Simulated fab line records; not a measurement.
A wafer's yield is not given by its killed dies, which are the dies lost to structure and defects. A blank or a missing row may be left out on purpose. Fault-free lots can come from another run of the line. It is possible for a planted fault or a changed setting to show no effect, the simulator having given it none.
Which of the tools did it?	flow n5Finfet	31 wafers from 11 lots sampled at 3 of the route's 1938 steps

== WHAT THE GAUGES SHOWED, per wafer ==
N5_DUMMY_GATE_THK_MEAS_05.
lot	measured	on	thkNm (nm)
L522	day 2 17:52	filmMetro-01	72.4 68.9 68.5
L523	day 3 01:35	filmMetro-02	72.8 72.1 72.9
L525	day 3 12:28	filmMetro-02	71.9 68.9 72.6
L526	day 3 18:07	filmMetro-01	73.7 72.0
L527	day 3 23:47	filmMetro-01	73.4 70.8
L530	day 4 18:38	filmMetro-01	71.8 73.5 69.4
L532	day 5 07:49	filmMetro-02	73.2 73.0 70.2
L537	day 6 11:10	filmMetro-01	46.9 49.0 48.3
L538	day 6 18:59	filmMetro-02	50.9 51.6 51.7
L539	day 6 22:53	filmMetro-02	74.5 69.3 72.9
L544	day 8 04:56	filmMetro-01	71.1 71.5 71.0

== TOOL THAT RAN EACH LOT (tool first, then ch and the chambers of the sampled wafers, then the start) ==
lot	N5_DUMMY_GATE_CVD_03	N5_DUMMY_GATE_CMP_04
L522	lpcvd-01 ch 1/70,1/75,1/84, day 2 13:52	cmp-03 ch 0,1,3, day 2 17:37
L523	lpcvd-01 ch 0/75,0/79,0/89, day 2 21:37	cmp-04 ch 0,3, day 3 01:20
L525	lpcvd-01 ch 0/50,0/54,0/59, day 3 08:28	cmp-03 ch 1,2, day 3 12:13
L526	lpcvd-01 ch 0/15,0/29, day 3 14:09	cmp-02 ch 1,3, day 3 17:55
L527	lpcvd-01 ch 1/40,1/64, day 3 19:49	cmp-04 ch 2,3, day 3 23:37
L530	lpcvd-02 ch 1/45,1/54,1/59, day 4 14:40	cmp-03 ch 0,1,3, day 4 18:27
L532	lpcvd-01 ch 1/54,1/59,1/64, day 5 03:50	cmp-03 ch 0,1,2, day 5 07:40
L537	lpcvd-01 ch 0/40,0/45,0/64, day 6 07:11	cmp-03 ch 0,2,3, day 6 10:56
L538	lpcvd-01 ch 0/65,0/70,0/79, day 6 15:00	cmp-02 ch 0,2,3, day 6 18:44
L539	lpcvd-02 ch 1/54,1/59,1/64, day 6 18:53	cmp-03 ch 0,1,2, day 6 22:42
L544	lpcvd-02 ch 1/75,1/84,1/89, day 8 00:57	cmp-02 ch 0,1, day 8 04:42
- N5_DUMMY_GATE_CVD_03: deposits a-Si from SiH4, target thk 150 nm, time 8042 s.
- N5_DUMMY_GATE_CMP_04: polishes a-Si.

== THE ANSWER, worked out from the rows above alone ==
Rule: what is usual is taken from the lots themselves. The widest of any qualifying gaps counts: lots, ordered by their means at a reading, are off when they make up no more than a third of the lots, leave a main group of 4 or more, and stand apart from it by 3 or more times the standard deviation of that group's means. If all means in a main group match to the digits the tables above print for the reading, that group is not used. Also off: a lot with no number at a reading for which 4 or more lots have one. Where the step has rows for the other lots, those lots are counted as sound.
Off, at N5_DUMMY_GATE_THK_MEAS_05 on thkNm: L537, L538. The main group has a mean of 71.8 nm with a standard deviation of 0.85.
If a tool, at a process step before that reading, ran all the lots that are off and no sound lot after the first of them, it fits. Gauges at N5_DUMMY_GATE_THK_MEAS_05: tried the same way as those tools. One fits: N5_DUMMY_GATE_CVD_03 on lpcvd-01. A fault onset in the window from L532 (day 5 03:50, its last sound lot) to L537 (day 6 07:11, its first lot off) fits.

== WHAT WAS PUT IN BY THE SIMULATOR ==
Process parameters drifting: lpcvd-01 at N5_DUMMY_GATE_CVD_03, beginning at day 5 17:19. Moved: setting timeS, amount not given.
Shown lots that were struck: L537, L538. Same finding as the rule above.
